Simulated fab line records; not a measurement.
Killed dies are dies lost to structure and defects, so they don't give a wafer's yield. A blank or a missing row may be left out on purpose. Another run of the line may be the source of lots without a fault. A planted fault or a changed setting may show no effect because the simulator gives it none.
Struck lot and sound lot, side by side	flow nandHarc	13 out of 1159 route steps
Sound: these wafers, L555.1, L555.3, L555.5. Struck: wafers L565.1, L565.3, L565.4. Last of all comes the cause.
Each step with rows lists, per side, the tool, then ch with its chambers, then its first start. Under that, the readings that differ: sound wafers	struck wafers	difference of the means	sigmas: that difference in standard deviations of wafers without a fault.
alike: readings whose means differ by less than 2 such deviations, and words and numbers that are the same on both sides. not compared: withheld readings, readings that some wafer has no value for, bounds like >300 that may hide the same value, and numbers for which the record gives no deviation and whose values overlap.
The two part at a step that has a row with sigmas, a row that says differs or no value, or rows on one side only. Numbers that have no deviation but don't overlap get no sigmas and don't part them. A reading missing from all wafers of one side parts the sides only when that side holds two or more wafers.

NHARC_A_STAIRCASE_STRIP_475: strips in O2, time 20 s.
  sound on rieDiel-02 ch 2,3; struck on rieDiel-05 ch 1,2,3
  alike: drypumpMotorCurrentA, oesProductAu, rfVppV, showerheadPlenumPTorr, throttleValvePct
  not compared: rfHoursCounterH
NHARC_A_STAIRCASE_DEP_471: deposits SiO2, target thk 100 nm.
  sound on pecvd-04 ch 0,1, day 16 08:33; struck on pecvd-01 ch 0,2, day 18 08:50
  alike: flowSccm, heaterPowerW, throttleValvePct
NHARC_A_STAIRCASE_CMP_472: polishes SiO2.
  sound on cmp-02 ch 0,1,2, day 16 08:50; struck on cmp-01 ch 0,1,2, day 18 09:07
  alike: motorCurrentA
after that, 1 step had no rows for these wafers: NHARC_A_STAIRCASE_SRD_474.
NHARC_A_STAIRCASE_INSPECT_155:
  sound: defectInspect-02 at day 16 09:08; struck: defectInspect-01 at day 18 09:27
  alike: rawDefectCount
NHARC_A_SGD_CUT_DEP_00: deposits SiNx, target thk 50 nm.
  sound on pecvd-04 ch 1,2, day 16 09:12; struck on pecvd-01 ch 0,2, day 18 09:31
  alike: heaterPowerW
then, 5 steps without rows for these wafers: NHARC_A_SGD_CUT_DEHYDRATE_01 (time 120 s); NHARC_A_SGD_CUT_HMDS_02 (time 30 s); NHARC_A_SGD_CUT_COAT_56 (time 75 s); NHARC_A_SGD_CUT_COAT_57 (time 65 s); NHARC_A_SGD_CUT_COAT_03 (resist thk 90 nm).
NHARC_A_SGD_CUT_SOFTBAKE_04: time 55 s.
  sound on lithoTrack-04 ch 0, day 16 09:00; struck on lithoTrack-01 ch 0, day 18 09:00
reading	sound	struck	difference	sigmas
heaterPowerTotalW (W)	188.43 188.81 188.72	205.14 204.86 205.32	+16.45	+99 or more
after that, 1 step had no rows for these wafers: NHARC_A_SGD_CUT_EBR_05.

WHERE THEY PART
Only at NHARC_A_SGD_CUT_SOFTBAKE_04, as far as this record shows.

WHY: whatever the simulator had introduced
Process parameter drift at NHARC_A_SGD_CUT_SOFTBAKE_04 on lithoTrack-01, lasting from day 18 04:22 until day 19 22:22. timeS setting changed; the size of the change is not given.
